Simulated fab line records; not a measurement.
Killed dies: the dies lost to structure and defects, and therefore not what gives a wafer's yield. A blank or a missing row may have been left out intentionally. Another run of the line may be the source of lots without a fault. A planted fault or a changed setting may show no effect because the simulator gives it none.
Check for tools in common	flow nand harc	Sample size 12 lots and 42 wafers

== WHAT PROMPTED THE OPENING ==
At NHARC_P_BONDPAD_THK_MEAS_20 the reading thk nm is flagged on 2 of 12 lots. Wafers without a fault read 160.8 nm, standard deviation 1.3.
Rule: flag the lot when none of its wafers has a number, or when each of its wafers that has one lies beyond 4 standard deviations from that mean. The other lots count as sound.

lot	measured	on	thk nm (nm), wafer by wafer	flag
L584	day 6 18:37	film metro-01	159.7 160.4 163.5	
L583	day 6 19:28	film metro-02	159.2 160.1 162.0	
L586	day 7 17:53	film metro-01	29.6 30.7 30.1 30.0 29.8 29.2	FLAGGED
L587	day 7 21:23	film metro-02	30.1 32.0 29.3 30.8 29.9 29.1	FLAGGED
L596	day 9 20:26	film metro-02	162.8 160.4 160.0	
L597	day 10 14:39	film metro-02	161.6 159.0 161.2	
L598	day 10 15:40	film metro-01	161.0 159.5 158.9	
L599	day 10 16:46	film metro-02	160.1 160.0 159.9	
L600	day 11 02:04	film metro-02	159.1 159.9 160.6	
L601	day 11 07:05	film metro-01	161.0 162.5 160.6	
L603	day 11 10:12	film metro-01	160.4 161.2 163.2	
L602	day 11 10:53	film metro-01	160.0 163.0 159.8	
The numbers of the flagged lots are 30.1 nm on average: -130.8 nm against the usual, or -99 or more standard deviations.

== TOOL THAT RAN EACH LOT ==
The record holds 4 process steps before the reading, out of a route of 1159 steps. Cell contents, in order: the tool; ch with the chambers the sampled wafers went through; the start.
lot	flag	NHARC_P_BONDPAD_ETCH_37	NHARC_P_BONDPAD_ECD_18	NHARC_P_BONDPAD_ANNEAL_28	NHARC_P_BONDPAD_CMP_19
L584		rie diel-02 ch 0,1,2, day 6 16:21	ecd cu-01 ch 0,1, day 6 17:34	rtp anneal-01 ch 0, day 6 17:57	cmp-01 ch 0,1,2, day 6 18:21
L583		rie diel-06 ch 0,1,2, day 6 17:14	ecd cu-02 ch 0,1, day 6 18:32	rtp anneal-02 ch 0, day 6 18:58	cmp-04 ch 0,1, day 6 19:09
L586	FLAGGED	rie diel-11 ch 0,1,2, day 7 15:34	ecd cu-02 ch 0,1, day 7 16:50	rtp anneal-02 ch 0, day 7 17:16	cmp-01 ch 0,2,3, day 7 17:34
L587	FLAGGED	rie diel-06 ch 0,1,3, day 7 19:07	ecd cu-01 ch 0,1, day 7 20:23	rtp anneal-01 ch 0, day 7 20:44	cmp-02 ch 0,1,2, day 7 21:06
L596		rie diel-06 ch 0,1,3, day 9 18:07	ecd cu-01 ch 0,1, day 9 19:29	rtp anneal-02 ch 0, day 9 19:55	cmp-01 ch 0,1,2, day 9 20:12
L597		rie diel-06 ch 1,2, day 10 12:23	ecd cu-02 ch 0,1, day 10 13:36	rtp anneal-01 ch 0, day 10 13:59	cmp-04 ch 0,2, day 10 14:22
L598		rie diel-11 ch 1,2,3, day 10 13:22	ecd cu-02 ch 0,1, day 10 14:37	rtp anneal-01 ch 0, day 10 15:00	cmp-04 ch 0,2,3, day 10 15:20
L599		rie diel-06 ch 0,1,2, day 10 14:29	ecd cu-02 ch 0, day 10 15:43	rtp anneal-02 ch 0, day 10 16:10	cmp-04 ch 0,1, day 10 16:29
L600		rie diel-06 ch 0,1,3, day 10 23:38	ecd cu-01 ch 0,1, day 11 00:56	rtp anneal-02 ch 0, day 11 01:24	cmp-04 ch 0,2,3, day 11 01:45
L601		rie diel-02 ch 0,2,3, day 11 04:50	ecd cu-01 ch 0,1, day 11 06:08	rtp anneal-01 ch 0, day 11 06:31	cmp-01 ch 2,3, day 11 06:47
L603		rie diel-11 ch 0,1, day 11 07:37	ecd cu-02 ch 0,1, day 11 09:15	rtp anneal-02 ch 0, day 11 09:38	cmp-02 ch 0,1,3, day 11 09:56
L602		rie diel-11 ch 0,2, day 11 08:37	ecd cu-01 ch 0,1, day 11 09:50	rtp anneal-02 ch 0, day 11 10:13	cmp-04 ch 1,2, day 11 10:34
What is done by these steps:
- NHARC_P_BONDPAD_ETCH_37: etches the open film in N2/H2, target depth 60 nm, overetch 18 nm, time 65.91 s.
- NHARC_P_BONDPAD_ECD_18: material Cu, target thk 400 nm.
- NHARC_P_BONDPAD_ANNEAL_28: time 90 s.
- NHARC_P_BONDPAD_CMP_19: polishes, t overpolish 30 s, cu recess touch 16 s, target thk 160.81 nm.
- NHARC_P_BONDPAD_THK_MEAS_20: measures by xrf.

== FLAGGED OVER TOTAL, TOOL BY TOOL (the gauges that took the reading come last) ==
step	tool	lots run	flagged	share of the flagged lots	sound lots run after its first flagged lot
NHARC_P_BONDPAD_ETCH_37	rie diel-02	2	0	none	-
NHARC_P_BONDPAD_ETCH_37	rie diel-06	6	1	some	4 (L596,L597,L599,L600)
NHARC_P_BONDPAD_ETCH_37	rie diel-11	4	1	some	3 (L598,L603,L602)
NHARC_P_BONDPAD_ECD_18	ecd cu-01	6	1	some	4 (L596,L600,L601,L602)
NHARC_P_BONDPAD_ECD_18	ecd cu-02	6	1	some	4 (L597,L598,L599,L603)
NHARC_P_BONDPAD_ANNEAL_28	rtp anneal-01	5	1	some	3 (L597,L598,L601)
NHARC_P_BONDPAD_ANNEAL_28	rtp anneal-02	7	1	some	5 (L596,L599,L600,L603,L602)
NHARC_P_BONDPAD_CMP_19	cmp-01	4	1	some	2 (L596,L601)
NHARC_P_BONDPAD_CMP_19	cmp-02	2	1	some	1 (L603)
NHARC_P_BONDPAD_CMP_19	cmp-04	6	0	none	-
NHARC_P_BONDPAD_THK_MEAS_20	film metro-01	6	1	some	4 (L598,L601,L603,L602)
NHARC_P_BONDPAD_THK_MEAS_20	film metro-02	6	1	some	4 (L596,L597,L599,L600)

== WHAT THE TABLE PERMITS ==
No row of the table ran every flagged lot.

== WHAT THE SIMULATOR HAD PUT IN ==
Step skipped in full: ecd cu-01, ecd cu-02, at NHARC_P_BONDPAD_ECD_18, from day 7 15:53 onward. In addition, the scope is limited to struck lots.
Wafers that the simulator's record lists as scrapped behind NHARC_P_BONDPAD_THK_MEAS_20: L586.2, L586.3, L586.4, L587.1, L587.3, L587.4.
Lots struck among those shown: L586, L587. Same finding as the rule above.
